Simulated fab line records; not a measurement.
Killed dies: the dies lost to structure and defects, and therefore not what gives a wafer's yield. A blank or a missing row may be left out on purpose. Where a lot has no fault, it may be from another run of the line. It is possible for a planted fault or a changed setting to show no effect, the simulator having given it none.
fab line records	flow n5Finfet
record: lots: 7	wafers: 19	lastDay: 20
route steps=1938 shown FIN_CUT@175 STI_FIN_REVEAL@183 PASSIVATION@1936
lots untouched by any fault: they come from a run of this same line in which no faults occurred
startH: hours from the record's opening day to when the first of the lot's shown wafers began	waitH: time in hours since the lot's previous step	" same as the row above	L1.1+2: one row covering several wafers at once	- either no value or no given start	* or withheld: withheld	< > ~ a bound
route shown NAME@n: NAME is a module with steps in the file, n the number in the route of the first one	usual: average and standard deviation across the fault-free wafers	same: alike in all rows	chamber/n: place in a boat	sites: per-site readings	_std_site: the standard deviation of these	_edge_site: the outer-site mean with the inner-site mean subtracted	radiusMm: for every site, how far away it sits from the centre of the wafer	mask NAME#n: copy n	behind: the tool/chamber that last shaped the wafer	hold: cause of the lot's hold/its duration in hours/its outcome	device: which transistor (n, p or np) failed to switch	end of line: tests of these same wafers at the route's end	where a step has no rows: the recipe by itself	killed: dies that structure and defects cost at the first sort, which is not the same as the wafer's yield	map: shows each die of a wafer: x if killed, . if not, _ if none is there
set.NAME: the setting as run; set.NAME@STEP: as run at that earlier step	model.NAME: the simulator's own value behind a step, which no gauge read
lots seen at some steps along the route; tables by step, rows by wafer
services: from which hour (startH, from the record's first day; less than 0 if before it) a tool's chamber was out of use, for how many hours, and why
== steps ==
step: N5_FIN_CUT_PRECLEAN_35
recipe: timeS: 13.3	tempC: 45	pressureTorr: 125	pHfTorr: 3	pCoreactantTorr: 25	chemistry: vHF
usual: drypumpMotorCurrentA: 5.6/0.34	tempC: 45.00/0.11
lot.wafer	tool	chamber	startH	waitH	drypumpMotorCurrentA	tempC
L936.2	vaporEtch-02	1	51.93	0.0	5.1	44.99
L936.4	"	0	"	"	5.6	44.92
L936.5	"	1	"	"	5.1	44.98
L943.3	vaporEtch-02	0	93.65	0.1	5.5	45.11
L943.5	"	1	"	"	5.1	44.98
L943.6	"	0	"	"	5.5	44.94
L946.3	vaporEtch-02	1	111.05	0.1	5.1	44.92
L946.4	"	0	"	"	5.6	45.02
L946.5	"	0	"	"	5.6	45.05
L947.3	vaporEtch-02	1	118.24	0.1	5.1	45.07
L947.4	"	0	"	"	5.6	45.18
L951.2	vaporEtch-02	1	141.10	0.0	5.1	45.24
L951.5	"	0	"	"	5.6	44.95
L954.1	vaporEtch-01	1	161.45	0.1	5.9	44.91
L954.5	"	0	"	"	6.0	45.08
L954.6	"	1	"	"	5.8	45.01
L955.2	vaporEtch-01	0	165.49	0.0	5.9	44.84
L955.3	"	0	"	"	6.0	44.86
L955.5	"	0	"	"	6.0	44.90
step: N5_FIN_CUT_CUT_ETCH_15
recipe: chemistry: HBr/Cl2/O2	target: Si	targetDepthA: 1000	btTimeS: 10	maskMaterial: SOC	timeS: 42.4	ionEnergyEv: *	biasW: *	pressureMtorr: 10	icpW: 800	HBr_flow_sccm: 150	Cl2_flow_sccm: 80	O2_flow_sccm: 12
usual: drypumpMotorCurrentA: 5.7/0.44	heBacksideLeakSccm: 2.68/0.28	mfcCl2Sccm: 80.03/0.23	oesProductAu: 0.990/0.014	throttleValvePct: 37.2/0.32
same: btTimeS: 10
lot.wafer	tool	chamber	startH	waitH	drypumpMotorCurrentA	heBacksideLeakSccm	mfcCl2Sccm	oesProductAu	rfHoursCounterH	throttleValvePct
L936.2	rieSi-05	2	52.01	0.1	5.1	2.30	79.74	0.993	91	37.0
L936.4	"	1	"	"	5.9	2.58	79.85	0.987	50	37.5
L936.5	"	3	"	"	5.0	2.63	80.02	0.985	-	37.8
L943.3	rieSi-04	0	93.71	0.0	5.6	2.77	80.02	0.973	3	37.1
L943.5	"	3	"	"	5.9	2.91	79.92	0.989	-	37.0
L943.6	"	0	"	"	5.6	2.64	80.35	0.978	-	37.1
L946.3	rieSi-04	3	111.11	0.0	5.9	2.74	80.33	0.996	175	37.0
L946.4	"	2	"	"	5.9	2.57	80.05	0.990	119	37.3
L946.5	"	3	"	"	5.9	2.85	80.42	0.992	-	37.0
L947.3	rieSi-04	1	118.30	0.0	5.6	3.30	79.42	1.030	140	37.0
L947.4	"	0	"	"	5.6	2.78	80.25	0.969	3	37.1
L951.2	rieSi-03	2	141.18	0.1	5.6	2.85	80.04	0.982	82	37.4
L951.5	"	2	"	"	5.6	2.82	80.17	0.984	-	37.4
L954.1	rieSi-05	3	161.53	0.1	5.1	2.79	80.42	0.981	9	37.8
L954.5	"	2	"	"	5.1	2.32	79.61	0.996	-	37.0
L954.6	"	3	"	"	5.1	2.81	80.59	0.979	-	37.8
L955.2	rieSi-03	1	165.57	0.1	5.9	2.65	79.61	0.979	153	37.5
L955.3	"	2	"	"	5.6	2.89	80.26	0.992	83	37.4
L955.5	"	1	"	"	5.9	3.02	80.06	0.977	-	37.5
step: N5_FIN_CUT_CUT_ETCH_28
recipe: chemistry: HBr/Cl2/O2	target: Si	targetDepthA: 60	maskMaterial: SOC	timeS: 2.4	ionEnergyEv: *	biasW: *	pressureMtorr: 10	icpW: 800	HBr_flow_sccm: 150	Cl2_flow_sccm: 80	O2_flow_sccm: 12
step: N5_FIN_CUT_STRIP_22
recipe: chemistry: N2/H2	powerW: 500	tempC: 40	pressureMtorr: 50	rfFrequencyHz: 6e+07	overashFraction: 0.3	biasPowerW: 8	h2Frac: 0.5	n2FlowSccm: 300	h2FlowSccm: 300
usual: biasPowerW: 8.002/0.024	drypumpMotorCurrentA: 5.7/0.49	h2FlowSccm: 300.0/0.92	oesProductAu: 0.79/0.082	rfVppV: 54.3/2.2	showerheadPlenumPTorr: 3.40/0.1	tempC: 40.00/0.12	throttleValvePct: 18.9/0.42
lot.wafer	tool	chamber	startH	waitH	biasPowerW	drypumpMotorCurrentA	h2FlowSccm	oesProductAu	rfHoursCounterH	rfVppV	showerheadPlenumPTorr	tempC	throttleValvePct
L936.2	rieDiel-02	3	52.16	0.1	8.020	5.7	299.1	0.78	160	54.0	3.21	40.15	18.7
L936.4	"	2	"	"	8.007	5.6	299.9	0.78	142	55.9	3.34	40.11	19.1
L936.5	"	0	"	"	8.020	5.5	299.4	0.85	-	50.5	3.29	39.88	19.0
L943.3	rieDiel-03	0	94.09	0.3	8.004	6.0	300.6	0.97	8	53.0	3.48	40.00	19.5
L943.5	"	0	"	"	7.986	6.0	299.2	0.95	-	54.0	3.48	40.09	19.5
L943.6	"	1	"	"	7.997	6.5	299.9	0.81	-	56.0	3.36	39.99	18.4
L946.3	rieDiel-02	3	111.23	0.0	7.992	5.7	301.7	0.76	177	56.4	3.20	40.13	18.7
L946.4	"	1	"	"	8.009	5.4	300.7	0.86	-	53.6	3.54	40.07	18.6
L946.5	"	2	"	"	8.067	5.5	301.2	0.75	-	56.7	3.33	40.27	19.1
L947.3	rieDiel-03	2	118.42	0.0	8.000	5.4	299.8	0.68	199	55.9	3.45	40.02	18.9
L947.4	"	3	"	"	8.015	4.9	300.7	0.76	-	54.0	3.49	40.12	19.5
L951.2	rieDiel-02	1	141.30	0.0	7.981	5.4	299.7	0.86	53	57.2	3.54	39.88	18.6
L951.5	"	2	"	"	8.029	5.5	301.9	0.73	-	55.2	3.33	40.21	19.1
L954.1	rieDiel-03	3	161.65	0.0	8.000	4.9	300.6	0.74	171	52.6	3.49	40.27	19.5
L954.5	"	0	"	"	8.064	6.0	301.2	0.90	-	52.6	3.47	39.90	19.5
L954.6	"	3	"	"	8.023	4.9	299.8	0.76	-	56.3	3.49	40.27	19.5
L955.2	rieDiel-03	1	165.69	0.0	8.020	6.5	299.4	0.77	148	55.3	3.35	40.02	18.5
L955.3	"	2	"	"	8.013	5.4	298.6	0.69	214	58.0	3.45	39.89	19.0
L955.5	"	1	"	"	7.987	6.4	300.3	0.77	-	54.9	3.35	40.00	18.5
step: N5_FIN_CUT_PRECLEAN_36
recipe: chemistry: O3/DIW	timeS: 60	tempC: 22	o3Ppm: 10
step: N5_FIN_CUT_SRD_32
recipe: dry: ipaMarangoni	timeS: 30	tempC: 23	rinseLiquid: diw
step: N5_FIN_CUT_UV_OZONE_34
recipe: timeS: 120	pressureTorr: 760	tempC: 25
step: N5_FIN_CUT_INSPECT_17
recipe: inspectInstrument: brightfield	mode: aei
usual: rawDefectCount: 236/66
lot.wafer	tool	chamber	startH	waitH	rawDefectCount
L936.2	defectInspect-02	-	52.32	0.0	289
L936.4	"	-	"	"	300
L936.5	"	-	"	"	207
L943.3	defectInspect-02	-	94.25	0.0	225
L943.5	"	-	"	"	179
L943.6	"	-	"	"	202
L946.3	defectInspect-02	-	111.40	0.0	267
L946.4	"	-	"	"	252
L946.5	"	-	"	"	399
L947.3	defectInspect-01	-	118.58	0.0	138
L947.4	"	-	"	"	183
L951.2	defectInspect-02	-	141.46	0.0	215
L951.5	"	-	"	"	288
L954.1	defectInspect-02	-	161.81	0.0	279
L954.5	"	-	"	"	230
L954.6	"	-	"	"	121
L955.2	defectInspect-02	-	165.85	0.0	242
L955.3	"	-	"	"	240
L955.5	"	-	"	"	168
step: N5_STI_FIN_REVEAL_ALD_00
recipe: material: SiO2	targetThkA: 10	tempC: 300	aldPrecursorFamily: BDEAS	aldCoReactant: O2-plasma	pulseTimeS: 1	pressureTorr: 2
usual: heaterPowerW: 466/59	precursorPulseHeightRel: 0.998/0.02
lot.wafer	tool	chamber	startH	waitH	heaterPowerW	precursorPulseHeightRel
L936.2	aldSin-01	3	52.95	0.6	416	0.987
L936.4	"	0	"	"	404	1.003
L936.5	"	1	"	"	439	1.029
L943.3	aldSin-02	2	95.25	1.0	437	1.017
L943.5	"	2	"	"	437	0.993
L943.6	"	1	"	"	520	1.010
L946.3	aldSin-02	0	111.98	0.6	396	0.998
L946.4	"	1	"	"	509	0.998
L946.5	"	1	"	"	502	1.040
L947.3	aldSin-04	3	118.62	0.0	582	0.983
L947.4	"	1	"	"	591	0.961
L951.2	aldSin-01	0	142.30	0.8	402	0.981
L951.5	"	2	"	"	433	1.019
L954.1	aldSin-02	1	161.92	0.1	519	0.983
L954.5	"	1	"	"	510	0.982
L954.6	"	0	"	"	392	1.001
L955.2	aldSin-02	2	165.89	0.0	437	0.959
L955.3	"	3	"	"	479	0.969
L955.5	"	2	"	"	433	0.981
step: N5_STI_FIN_REVEAL_ALD_14
recipe: material: Si3N4	targetThkA: 30	tempC: 400	aldPrecursorFamily: SiH2I2	aldCoReactant: N2/H2-plasma	pressureTorr: 2
usual: heaterPowerW: 831/110
lot.wafer	tool	chamber	startH	waitH	heaterPowerW
L936.2	aldSin-01	3	53.00	0.0	745
L936.4	"	0	"	"	719
L936.5	"	1	"	"	789
L943.3	aldSin-02	2	95.30	0.0	766
L943.5	"	2	"	"	794
L943.6	"	1	"	"	913
L946.3	aldSin-02	0	112.03	0.0	720
L946.4	"	1	"	"	914
L946.5	"	1	"	"	915
L947.3	aldSin-04	3	118.67	0.0	990
L947.4	"	1	"	"	1068
L951.2	aldSin-01	0	142.35	0.0	740
L951.5	"	2	"	"	790
L954.1	aldSin-02	1	161.97	0.0	925
L954.5	"	1	"	"	917
L954.6	"	0	"	"	714
L955.2	aldSin-02	2	165.93	0.0	774
L955.3	"	3	"	"	877
L955.5	"	2	"	"	783
step: N5_STI_FIN_REVEAL_FCVD_FILL_01
recipe: material: SiO2_flowable	targetThkA: 3120	tempC: 100	pressureTorr: 0.8	rfW: 2000	timeS: 512.2
step: N5_STI_FIN_REVEAL_DENSIFY_02
recipe: tempC: 650	ambient: steam	timeS: 1800	idleTempC: 400	densificationPH2oTorr: 640
step: N5_STI_FIN_REVEAL_CMP_04
recipe: stopOn: Si3N4	tOverpolishS: 4	downForcePsi: 2	platenRpm: 54.18	postCmpClean: alkalineBrush	padVelocityMS: 1.078	targetThkNm: 131.83
usual: motorCurrentA: 8.2/1	overpolishRunS: 4.001/0.0089	timeToEndpointS: 107/8.5
lot.wafer	tool	chamber	startH	waitH	motorCurrentA	overpolishRunS	timeToEndpointS
L936.4	cmp-01	0	58.09	0.1	9.4	4.009	102
L936.2	"	1	"	"	7.0	3.987	92
L936.5	"	3	"	"	7.6	3.982	108
L943.3	cmp-04	0	100.48	0.2	7.9	4.006	117
L943.6	"	1	"	"	9.1	3.999	118
L943.5	"	2	"	"	7.6	4.000	114
L946.3	cmp-04	1	117.16	0.1	8.7	3.997	235
L946.4	"	2	"	"	7.1	4.002	119
L946.5	"	0	"	"	8.0	4.007	120
L947.4	cmp-04	3	123.74	0.1	8.4	4.001	123
L947.3	"	1	"	"	8.8	4.013	248
L951.2	cmp-04	0	147.46	0.1	7.9	4.018	205
L951.5	"	3	"	"	8.7	4.001	107
L954.1	cmp-01	1	167.08	0.1	7.2	3.999	98
L954.5	"	3	"	"	7.7	3.995	110
L954.6	"	0	"	"	9.4	4.002	109
L955.3	cmp-02	3	170.99	0.0	8.0	4.000	101
L955.2	"	2	"	"	6.8	3.998	108
L955.5	"	0	"	"	10.7	4.002	108
step: N5_STI_FIN_REVEAL_THK_MEAS_05
usual: thkNm: 132.0/1.2
lot.wafer	tool	chamber	startH	waitH	thkNm
L936.2	filmMetro-01	-	58.35	-	130.1
L936.4	"	-	"	"	131.0
L936.5	"	-	"	"	133.6
L943.3	filmMetro-01	-	100.66	-	132.6
L943.5	"	-	"	"	132.5
L943.6	"	-	"	"	133.0
L946.3	filmMetro-02	-	117.38	-	133.0
L946.4	"	-	"	"	131.3
L946.5	"	-	"	"	132.4
L947.3	filmMetro-01	-	124.00	-	134.2
L947.4	"	-	"	"	133.5
L951.2	filmMetro-02	-	147.68	-	135.5
L951.5	"	-	"	"	132.8
L954.1	filmMetro-01	-	167.30	-	129.7
L954.5	"	-	"	"	134.1
L954.6	"	-	"	"	131.6
L955.2	filmMetro-01	-	171.28	-	132.9
L955.3	"	-	"	"	130.0
L955.5	"	-	"	"	131.9
step: N5_PASSIVATION_PROBE_49
usual: killed_at_M0_to_M3: 36/10	killed_at_M4_up: 14/5.2	killedAtContacts: 12/6	killedAtFrontEnd: 37/10	killedAtOther: 4/3.3	killedDies: 104/18	killedOpen: 68/14	killedShort: 34/7.4
same: grossDies: 1180	killedAtBackSide: 0
lot.wafer	tool	chamber	startH	waitH	killed_at_M0_to_M3	killed_at_M4_up	killedAtContacts	killedAtFrontEnd	killedAtOther	killedDies	killedOpen	killedShort
L947.3	prober-01	-	399.16	0.1	52	11	11	31	4	109	69	40
killed by level:class
L947.3 BEOL_M0_SAQP:geometricParticle:open=19 BEOL_M0_SAQP:geometricParticle:short=16 FIN_SAQP:geometricParticle:open=10 FIN_SAQP:geometricParticle:short=9 MOL_CONTACT_COAG:geometricParticle:open=9 BEOL_M3:geometricParticle:open=6 STI_FIN_REVEAL:geometricParticle:open=4 BEOL_M1:geometricParticle:open=4
== services ==
tool	chamber	startH	hours	kind
vaporEtch-01	-	43.57	2.8	pm
vaporEtch-01	-	51.16	3.3	repair
cmp-04	-	59.80	5.8	pm
vaporEtch-01	1	63.01	2.8	repair
cmp-01	-	64.88	1.9	repair
aldSin-02	0	73.26	3.7	repair
aldSin-02	-	74.93	0.8	pm
cmp-01	-	82.29	1.2	repair
cmp-01	-	85.78	4.0	pm
rieSi-05	-	90.61	0.2	repair
rieDiel-02	2	105.66	4.1	repair
rieDiel-02	0	109.46	16.2	repair
rieDiel-02	3	114.40	6.5	repair
rieDiel-03	1	114.46	10.7	repair
rieSi-05	-	114.55	0.3	repair
rieSi-05	3	124.57	9.0	repair
cmp-04	-	125.71	4.0	pm
aldSin-02	0	137.06	5.4	repair
rieDiel-03	3	139.89	3.5	repair
aldSin-02	3	141.38	19.9	repair
rieSi-03	-	143.02	2.8	pm
cmp-01	-	143.49	16.2	pm
rieSi-05	1	157.05	4.5	repair
rieDiel-02	2	162.48	6.6	repair
== key ==
firstSign: step: N5_STI_FIN_REVEAL_CMP_04	reading: timeToEndpointS	direction: up	sigmas: 14	usual: *	struck: *
effect none on later readings
metAt N5_STI_FIN_REVEAL_CMP_04
struckWafers L946.3,L947.3,L951.2
testerLeftOut L946,L947,L951
baselineLoss: step: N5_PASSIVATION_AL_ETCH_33	wafers: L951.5
onsetBetween 100.48 117.16
fault: kind: processParameterDrift	tool: cmp-04	chamber: -	onsetH: 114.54	steps: N5_STI_FIN_REVEAL_CMP_04	channel: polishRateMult	offset: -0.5	shape: step	endH: 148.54	scope: struckWafersOnly
testerLeftOut: of these lots the tester's yield and bins aren't shown, on N5 and GAA mostly nor the transistor test; their killed dies are dies lost to structure and defects alone, not to doping, threshold or leakage, so they don't give the yield
baselineLoss: these wafers lose ten dies or more at that step, a loss of the line's own and not of a fault; the sort's usual values leave them out
